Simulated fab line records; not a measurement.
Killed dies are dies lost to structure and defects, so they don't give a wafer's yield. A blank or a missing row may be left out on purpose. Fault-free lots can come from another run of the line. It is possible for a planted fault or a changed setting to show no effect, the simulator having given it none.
Chamber matching :: flow n5-finfet :: N5_BEOL_M8_ETCH_65 on rie-diel-02 has 4 sister chambers
The step etches SiARC in CF4, target depth 15.6 nm, time 26 s. 8 wafers are shown with their chamber, then 9 later ones without.

== WAFERS WITH THEIR CHAMBER ==
wafer: L082.1
chamber: 2
showerhead-plenum-p-Torr (Torr): 2.08
drypump-motor-current-A (A): 5.7

wafer: L082.6
chamber: 3
showerhead-plenum-p-Torr (Torr): 2.17
drypump-motor-current-A (A): 5.0

wafer: L086.1
chamber: 3
showerhead-plenum-p-Torr (Torr): 2.17
drypump-motor-current-A (A): 5.1

wafer: L086.2
chamber: 2
showerhead-plenum-p-Torr (Torr): 2.08
drypump-motor-current-A (A): 5.7

wafer: L086.6
chamber: 1
showerhead-plenum-p-Torr (Torr): 2.13
drypump-motor-current-A (A): 6.2

wafer: L089.1
chamber: 0
showerhead-plenum-p-Torr (Torr): 2.09
drypump-motor-current-A (A): 5.2

wafer: L089.2
chamber: 1
showerhead-plenum-p-Torr (Torr): 2.13
drypump-motor-current-A (A): 6.1

wafer: L089.6
chamber: 0
showerhead-plenum-p-Torr (Torr): 2.08
drypump-motor-current-A (A): 5.2

== WAFERS WITH NO CHAMBER GIVEN ==
wafer: L090.1
showerhead-plenum-p-Torr (Torr): 2.13
drypump-motor-current-A (A): 6.2

wafer: L090.3
showerhead-plenum-p-Torr (Torr): 2.08
drypump-motor-current-A (A): 5.2

wafer: L090.6
showerhead-plenum-p-Torr (Torr): 2.07
drypump-motor-current-A (A): 5.7

wafer: L093.1
showerhead-plenum-p-Torr (Torr): 2.08
drypump-motor-current-A (A): 5.2

wafer: L093.4
showerhead-plenum-p-Torr (Torr): 2.16
drypump-motor-current-A (A): 5.1

wafer: L093.6
showerhead-plenum-p-Torr (Torr): 2.07
drypump-motor-current-A (A): 5.7

wafer: L095.3
showerhead-plenum-p-Torr (Torr): 2.16
drypump-motor-current-A (A): 5.1

wafer: L095.5
showerhead-plenum-p-Torr (Torr): 2.16
drypump-motor-current-A (A): 5.1

wafer: L095.6
showerhead-plenum-p-Torr (Torr): 2.07
drypump-motor-current-A (A): 5.8

== WHICH CHAMBER EACH WENT THROUGH ==
wafer: L090.1
from the rows above: 1
in truth: 1

wafer: L090.3
from the rows above: 0
in truth: 0

wafer: L090.6
from the rows above: 2
in truth: 2

wafer: L093.1
from the rows above: 0
in truth: 0

wafer: L093.4
from the rows above: 3
in truth: 3

wafer: L093.6
from the rows above: 2
in truth: 2

wafer: L095.3
from the rows above: 3
in truth: 3

wafer: L095.5
from the rows above: 3
in truth: 3

wafer: L095.6
from the rows above: 2
in truth: 2
Placed correctly: 9 of 9. Left unplaced by these rows: 0. 0 placed wrongly.
How it was worked out, from the rows above alone: a wafer's distance from a chamber is the root of the sum, over the readings, of the square of ((its reading less the chamber's mean) divided by the reading's scatter). The wafer belongs to the nearest chamber; if the next one is less than 2 further off, it can't be placed. For every chamber, the mean is computed from those of its wafers that are shown. The scatter: take each reading less its chamber's mean, square it, sum over the shown wafers, divide by the number of wafers less the number of chambers, and take the root.
